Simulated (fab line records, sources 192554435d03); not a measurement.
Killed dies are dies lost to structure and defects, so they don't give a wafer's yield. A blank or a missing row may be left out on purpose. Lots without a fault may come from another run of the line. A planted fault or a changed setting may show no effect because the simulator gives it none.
Split-lot experiment | flow n5_finfet | 7 lots, 21 wafers read, on a route of 1938 steps

THE SPLIT
At N5_BEOL_M5_COAT_74 (time 60 s, resist thk 5 nm), the setting spin_rpm was moved away from the recipe's 1500 rpm on 5 of the 21 wafers read, by -6.2% to +4.8%. The other wafers ran this setting at the recipe's value.

FROM THE SPLIT TO THE READING: what the file shows between them, 5 steps
- N5_BEOL_M5_EXPOSE_25: exposes mask V4, defocus 10 nm (also split here: dose_mj)
- N5_BEOL_M5_PEB_26: peb time 60 s
- N5_BEOL_M5_DEVELOP_27: develop time 30 s
- N5_BEOL_M5_CD_MEAS_28: target cd 30.6 nm, target cd y 20 nm
- N5_BEOL_M5_DESCUM_33: chemistry O2, time 7 s

THE READING
etch.depth_nm (the simulator's own value, which no gauge read), in nm, at N5_BEOL_M5_ETCH_75 (etches underlayer in N2/H2, target depth 6.5 nm, time 5.2 s). The file gives no usual value for it. The 16 wafers here that ran the recipe average 5.008 nm, standard deviation 0.011 nm.

wafer  | tool, chamber at the split | spin_rpm as run, rpm | against the recipe | etch.depth_nm, nm | against lot-mates on the recipe
L077.3 | litho_track-02, 0          | 1407                 | -6.2%              | 5.176             | +0.165
L077.5 | litho_track-02, 0          | 1500                 | recipe             | 5.017             | -
L077.6 | litho_track-02, 0          | 1500                 | recipe             | 5.005             | -
L076.3 | litho_track-04, 0          | 1500                 | recipe             | 5.003             | -
L076.4 | litho_track-04, 0          | 1500                 | recipe             | 4.996             | -
L076.6 | litho_track-04, 0          | 1500                 | recipe             | 5.001             | -
L078.4 | litho_track-02, 0          | 1572                 | +4.8%              | 4.9               | -0.117
L078.5 | litho_track-02, 0          | 1500                 | recipe             | 5.017             | -
L078.6 | litho_track-02, 0          | 1572                 | +4.8%              | 4.913             | -0.104
L083.3 | litho_track-02, 0          | 1500                 | recipe             | 5.021             | -
L083.5 | litho_track-02, 0          | 1500                 | recipe             | 4.999             | -
L083.6 | litho_track-02, 0          | 1418                 | -5.5%              | 5.144             | +0.134
L090.3 | litho_track-02, 0          | 1500                 | recipe             | 4.989             | -
L090.4 | litho_track-02, 0          | 1500                 | recipe             | 4.993             | -
L090.6 | litho_track-02, 0          | 1430                 | -4.7%              | 5.101             | +0.110
L094.2 | litho_track-02, 0          | 1500                 | recipe             | 5.017             | -
L094.3 | litho_track-02, 0          | 1500                 | recipe             | 5.016             | -
L094.4 | litho_track-02, 0          | 1500                 | recipe             | 5.031             | -
L082.2 | litho_track-01, 0          | 1500                 | recipe             | 5.009             | -
L082.4 | litho_track-01, 0          | 1500                 | recipe             | 4.998             | -
L082.6 | litho_track-01, 0          | 1500                 | recipe             | 5.012             | -

THE FIT
A straight line over all 21 wafers: etch.depth_nm changes by -0.0234 nm for each +1% of spin_rpm; r = -0.98; the points scatter about the line by 0.013 nm.
The same after taking each lot's own level away (the mean of its wafers on the recipe; 21 wafers): -0.0244 nm for each +1%; r = -0.99; scatter 0.0071 nm.
On that fit, the largest move of spin_rpm shifts the reading by 0.15 nm.
The lots' own levels span 4.9910 to 5.0213 nm, that is 2.7 times the standard deviation above.
So the lot-to-lot level changes the slope little: the two slopes agree.
Check: with one of the wafers moved furthest among these (-6.2%) left out of the fit, the line predicts +0.147 nm for it against its lot-mates. It came out at +0.165 nm against them.

OTHER SPLITS ON THESE WAFERS
These wafers also went through other splits before the reading. Each is held against what the fit with the lots' levels taken away leaves over:
other split on the same wafers   | wafers away from the commonest value | r with etch.depth_nm (lot level and that fit taken away)
N5_BEOL_M2_COAT_67 spin_rpm      | 5                                    | +0.10
N5_BEOL_M3_TRENCH_ETCH_37 bias_w | 5                                    | +0.08
N5_BEOL_M4_COAT_67 spin_rpm      | 7                                    | -0.13
N5_BEOL_M4_COAT_68 spin_rpm      | 4                                    | -0.27
N5_BEOL_M5_EXPOSE_25 dose_mj     | 7                                    | -0.24

THE FILE'S OWN FIT
etch.depth_nm changes by -0.0247 nm for each +1% of spin_rpm, r = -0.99.
